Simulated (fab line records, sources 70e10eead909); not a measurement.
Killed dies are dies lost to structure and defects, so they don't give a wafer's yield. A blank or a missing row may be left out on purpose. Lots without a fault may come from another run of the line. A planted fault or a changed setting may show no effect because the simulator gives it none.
Which tool did it? | flow nand_harc | 15 lots, 45 wafers sampled, at 3 steps of a route of 1302

WHAT THE GAUGES READ, wafer by wafer
NHARC_THIN_TSV_CD_MEAS_12: target cd 1000 nm. Usual: cd_nm 1001.5 nm, standard deviation 1.4.
lot  | measured     | on        | cd_nm (nm)           | flag
L814 | day 25 11:29 | cd_sem-02 | 999.8 1001.0 1000.0  |
L813 | day 25 12:39 | cd_sem-02 | 1002.6 1001.2 1001.4 |
L815 | day 25 13:52 | cd_sem-02 | 1000.6 999.9 1002.0  |
L817 | day 25 16:08 | cd_sem-03 | 1001.6 1000.9 1002.7 |
L822 | day 27 22:40 | cd_sem-02 | - - -                | OFF
L825 | day 28 14:01 | cd_sem-01 | - - -                | OFF
L824 | day 28 22:02 | cd_sem-02 | - - -                | OFF
L827 | day 29 11:28 | cd_sem-03 | 1000.7 999.6 1000.3  |
L826 | day 29 12:33 | cd_sem-01 | 1001.3 1000.9 1000.2 |
L828 | day 30 05:08 | cd_sem-01 | 1003.3 1003.7 1002.3 |
L831 | day 30 17:13 | cd_sem-02 | 1002.6 1002.1 1001.2 |
L829 | day 30 16:01 | cd_sem-02 | 1000.4 1000.4 1000.5 |
L833 | day 32 12:36 | cd_sem-02 | 1003.3 1000.6 1000.9 |
L835 | day 32 20:09 | cd_sem-01 | 1002.6 1000.9 998.1  |
L834 | day 33 03:21 | cd_sem-01 | 1003.3 1000.5 1004.8 |

WHICH TOOL RAN EACH LOT (tool, then ch and the chambers of the sampled wafers, then the start)
lot  | NHARC_HYBRID_BOND_ACTIVATE_00      | NHARC_THIN_TSV_EXPOSE_09
L814 | rie_diel-05 ch 1,2, day 23 12:55   | krf_scanner-01 ch 0, day 25 11:20
L813 | rie_diel-06 ch 2,3, day 23 15:54   | krf_scanner-02 ch 0, day 25 12:29
L815 | rie_diel-06 ch 0,2, day 24 15:31   | krf_scanner-04 ch 0, day 25 13:43
L817 | rie_diel-05 ch 2,3, day 24 21:49   | krf_scanner-04 ch 0, day 25 15:59
L822 | rie_diel-06 ch 0,1,2, day 27 09:33 | krf_scanner-02, day 27 22:31
L825 | rie_diel-06 ch 0,1,2, day 28 01:59 | krf_scanner-02, day 28 13:52
L824 | rie_diel-05 ch 0,1,3, day 28 07:21 | krf_scanner-02, day 28 21:52
L827 | rie_diel-09 ch 1,2,3, day 28 21:05 | krf_scanner-01 ch 0, day 29 11:19
L826 | rie_diel-06 ch 1,2, day 28 22:56   | krf_scanner-01 ch 0, day 29 12:23
L828 | rie_diel-06 ch 0,2,3, day 29 16:50 | krf_scanner-02 ch 0, day 30 04:59
L831 | rie_diel-06 ch 1,2,3, day 30 04:34 | krf_scanner-01 ch 0, day 30 17:03
L829 | rie_diel-09 ch 0,2,3, day 30 04:53 | krf_scanner-04 ch 0, day 30 15:52
L833 | rie_diel-06 ch 0,1,3, day 32 00:14 | krf_scanner-04 ch 0, day 32 12:27
L835 | rie_diel-06 ch 0,3, day 32 06:44   | krf_scanner-01 ch 0, day 32 20:00
L834 | rie_diel-06 ch 0,2,3, day 32 15:24 | krf_scanner-01 ch 0, day 33 03:11
- NHARC_HYBRID_BOND_ACTIVATE_00: chemistry N2, time 60 s.
- NHARC_THIN_TSV_EXPOSE_09: exposes mask TSV.

WHAT THE TOOLS THEMSELVES READ (means of the sampled wafers that have a number; where no wafer has one, the mark that the record gives instead)
NHARC_HYBRID_BOND_ACTIVATE_00. Usual: drypump_motor_current_A 5.9 A, standard deviation 0.37; n2_flow_sccm 200.0 sccm, standard deviation 0.57; oes_product_au 0.998 a.u., standard deviation 0.01; rf_vpp_V 64.1 V, standard deviation 0.9; showerhead_plenum_p_Torr 1.74 Torr, standard deviation 0.068.
lot  | tool        | drypump_motor_current_A (A) | n2_flow_sccm (sccm) | oes_product_au (a.u.) | rf_vpp_V (V) | showerhead_plenum_p_Torr (Torr) | flag
L814 | rie_diel-05 | 6.0                         | 199.5               | 0.985                 | 64.3         | 1.73                            |
L813 | rie_diel-06 | 6.0                         | 199.9               | 0.999                 | 63.9         | 1.70                            |
L815 | rie_diel-06 | 5.8                         | 199.5               | 0.991                 | 63.7         | 1.70                            |
L817 | rie_diel-05 | 5.9                         | 200.1               | 1.000                 | 64.1         | 1.83                            |
L822 | rie_diel-06 | 5.8                         | 200.7               | 0.994                 | 64.9         | 1.75                            |
L825 | rie_diel-06 | 5.8                         | 199.4               | 0.998                 | 63.8         | 1.75                            |
L824 | rie_diel-05 | 5.9                         | 200.1               | 0.996                 | 62.9         | 1.70                            |
L827 | rie_diel-09 | 5.4                         | 199.6               | 0.997                 | 64.4         | 1.74                            |
L826 | rie_diel-06 | 5.7                         | 199.6               | 1.010                 | 63.7         | 1.73                            |
L828 | rie_diel-06 | 6.1                         | 200.1               | 1.007                 | 64.1         | 1.71                            |
L831 | rie_diel-06 | 6.0                         | 199.5               | 1.008                 | 63.4         | 1.75                            |
L829 | rie_diel-09 | 5.8                         | 200.4               | 1.006                 | 64.2         | 1.73                            |
L833 | rie_diel-06 | 6.0                         | 200.1               | 0.997                 | 64.5         | 1.76                            |
L835 | rie_diel-06 | 6.2                         | 200.0               | 1.003                 | 64.1         | 1.73                            |
L834 | rie_diel-06 | 6.1                         | 200.8               | 1.002                 | 63.7         | 1.71                            |

NHARC_THIN_TSV_EXPOSE_09. Usual: exposure_dose_mJ_cm2 30.704, standard deviation 0.028; focus_offset_nm -0.1 nm, standard deviation 0.5; reticle_temp_C 22.98 C, standard deviation 0.12.
lot  | tool           | exposure_dose_mJ_cm2 | focus_offset_nm (nm) | reticle_temp_C (C) | flag
L814 | krf_scanner-01 | 30.705               | 0.2                  | 23.07              |
L813 | krf_scanner-02 | 30.735               | -0.0                 | 22.90              |
L815 | krf_scanner-04 | 30.718               | -0.5                 | 23.13              |
L817 | krf_scanner-04 | 30.685               | 0.1                  | 22.90              |
L822 | krf_scanner-02 | -                    | -                    | -                  | OFF
L825 | krf_scanner-02 | -                    | -                    | -                  | OFF
L824 | krf_scanner-02 | -                    | -                    | -                  | OFF
L827 | krf_scanner-01 | 30.708               | -0.2                 | 23.01              |
L826 | krf_scanner-01 | 30.728               | -0.1                 | 22.98              |
L828 | krf_scanner-02 | 30.706               | 0.4                  | 22.91              |
L831 | krf_scanner-01 | 30.685               | 0.1                  | 22.99              |
L829 | krf_scanner-04 | 30.738               | -0.5                 | 22.99              |
L833 | krf_scanner-04 | 30.708               | -0.2                 | 22.91              |
L835 | krf_scanner-01 | 30.684               | -0.2                 | 23.07              |
L834 | krf_scanner-01 | 30.713               | -0.0                 | 22.86              |

THE ANSWER, worked out from the rows above alone
Rule: a lot is off if the mean of its wafers that have a number lies more than 3 standard deviations from the usual mean. A lot without any number at a reading at which 4 lots or more have one is off too. The other lots that the step has rows for count as sound. The gauges are gone through in route order, then the tools' own readings, and for those a lot's mean is taken as printed above. The first step at which some lot is off is used, and at that step the reading that is off furthest; a lot without a number counts as furthest.
Off: L822, L825, L824, at NHARC_THIN_TSV_CD_MEAS_12 (cd_nm). Without a number there: L822, L825, L824.
A tool fits if, at a process step before that reading, it ran every lot that is off, and no sound lot after the first of them. The gauges at NHARC_THIN_TSV_CD_MEAS_12 aren't tried: what is off there is off at NHARC_THIN_TSV_EXPOSE_09 too, on other tools, and a gauge's error can't cause that. None of those tried fits.

WHAT THE SIMULATOR HAD PUT IN
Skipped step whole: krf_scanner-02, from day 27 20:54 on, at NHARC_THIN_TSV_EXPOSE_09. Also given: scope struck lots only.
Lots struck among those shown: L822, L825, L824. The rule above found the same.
